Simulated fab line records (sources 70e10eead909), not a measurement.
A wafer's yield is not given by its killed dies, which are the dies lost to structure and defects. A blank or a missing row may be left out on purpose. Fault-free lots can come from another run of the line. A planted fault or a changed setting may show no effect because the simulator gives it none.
Which of the tools did it?    flow nandHarc    39 wafers from 13 lots sampled at 3 of the route's 1159 steps

== WHAT THE GAUGES SHOWED, per wafer ==
NHARC_A_ONON_D1_THK_MEAS_18: measures by ellipsometry. Usual: thkNm at 996 nm, with a standard deviation of 8.8.
lot   measured      on            thkNm (nm)      flag
L952  day 7 21:14   filmMetro-02  997 994 997     
L951  day 7 21:16   filmMetro-01  1007 1007 1009  
L953  day 8 10:46   filmMetro-01  975 975 976     
L954  day 8 10:46   filmMetro-02  999 998 1000    
L956  day 9 01:09   filmMetro-01  999 996 997     
L955  day 9 01:10   filmMetro-02  992 993 992     
L963  day 11 11:29  filmMetro-02  925 990 989     OFF
L969  day 12 00:40  filmMetro-01  998 996 997     
L967  day 12 00:40  filmMetro-01  985 983 984     
L970  day 12 15:36  filmMetro-01  999 1004 999    
L972  day 13 07:37  filmMetro-01  1008 1005 1006  
L973  day 13 07:38  filmMetro-02  993 993 993     
L974  day 13 07:59  filmMetro-02  1006 1008 1007  

NHARC_A_ONON_D1_THK_MEAS_27: measures by ellipsometry. Usual: thkNm at 999 nm, with a standard deviation of 8.7.
lot   measured      on            thkNm (nm)      flag
L952  day 7 22:56   filmMetro-01  997 998 998     
L951  day 7 22:58   filmMetro-02  985 986 986     
L953  day 8 12:29   filmMetro-02  994 993 992     
L954  day 8 12:29   filmMetro-01  1013 1011 1011  
L956  day 9 02:50   filmMetro-02  990 991 989     
L955  day 9 02:52   filmMetro-02  997 997 998     
L963  day 11 13:11  filmMetro-01  991 991 990     
L969  day 12 02:21  filmMetro-02  999 998 1000    
L967  day 12 02:23  filmMetro-01  998 998 998     
L970  day 12 17:18  filmMetro-01  987 988 988     
L972  day 13 09:19  filmMetro-01  1009 1006 1006  
L973  day 13 09:28  filmMetro-01  1004 1003 1004  
L974  day 13 09:41  filmMetro-01  986 986 985     

== TOOL THAT RAN EACH LOT (tool first, then ch and the chambers of the sampled wafers, then the start) ==
lot   NHARC_A_ONON_D1_DEP_16
L952  pecvdOnon-01 ch 0, day 7 20:44
L951  pecvdOnon-04 ch 0, day 7 20:45
L953  pecvdOnon-01 ch 0, day 8 10:15
L954  pecvdOnon-02 ch 0, day 8 10:22
L956  pecvdOnon-04 ch 0, day 9 00:42
L955  pecvdOnon-02 ch 0, day 9 00:42
L963  pecvdOnon-02 ch 0, day 11 10:59
L969  pecvdOnon-01 ch 0, day 12 00:09
L967  pecvdOnon-04 ch 0, day 12 00:10
L970  pecvdOnon-04 ch 0, day 12 15:09
L972  pecvdOnon-01 ch 0, day 13 07:07
L973  pecvdOnon-04 ch 0, day 13 07:17
L974  pecvdOnon-01 ch 0, day 13 07:28
- NHARC_A_ONON_D1_DEP_16: target thk 1000 nm.

== WHAT THE TOOLS THEMSELVES READ (means of the sampled wafers that have a number; where no wafer has one, the mark that the record gives instead) ==
NHARC_A_ONON_D1_DEP_16. Usual: susceptorTempC at 400.02 C, with a standard deviation of 0.19.
lot   tool          susceptorTempC (C)  flag
L952  pecvdOnon-01  399.84              
L951  pecvdOnon-04  399.58              
L953  pecvdOnon-01  400.15              
L954  pecvdOnon-02  400.10              
L956  pecvdOnon-04  399.87              
L955  pecvdOnon-02  400.20              
L963  pecvdOnon-02  400.06              
L969  pecvdOnon-01  400.08              
L967  pecvdOnon-04  399.93              
L970  pecvdOnon-04  400.20              
L972  pecvdOnon-01  400.08              
L973  pecvdOnon-04  400.12              
L974  pecvdOnon-01  400.17              

== THE ANSWER, worked out from the rows above alone ==
Rule: a lot is off if the mean of its wafers that have a number lies more than 3 standard deviations from the usual mean. Also off: a lot with no number at a reading for which 4 or more lots have one. Any other lot the step has rows for is counted as sound. Order of review: gauges by route order, followed by the tools' own readings, for which a lot's mean as printed above is used. At the first step where some lot is off, the reading lying furthest off is the one used; lots without a number count as furthest.
Off at NHARC_A_ONON_D1_THK_MEAS_18 (thkNm): L963.
A tool fits if, at a process step before that reading, it ran every lot that is off, and no sound lot after the first of them. Gauges at NHARC_A_ONON_D1_THK_MEAS_18: tried the same way as those tools. One fits: NHARC_A_ONON_D1_DEP_16 on pecvdOnon-02. Its last sound lot is L955 (day 9 00:42), its first lot that is off L963 (day 11 10:59): a fault that began between those two fits.

== WHAT THE SIMULATOR HAD INSERTED ==
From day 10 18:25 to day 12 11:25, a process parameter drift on pecvdOnon-02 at NHARC_A_ONON_D1_DEP_16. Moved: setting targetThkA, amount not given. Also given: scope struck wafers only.
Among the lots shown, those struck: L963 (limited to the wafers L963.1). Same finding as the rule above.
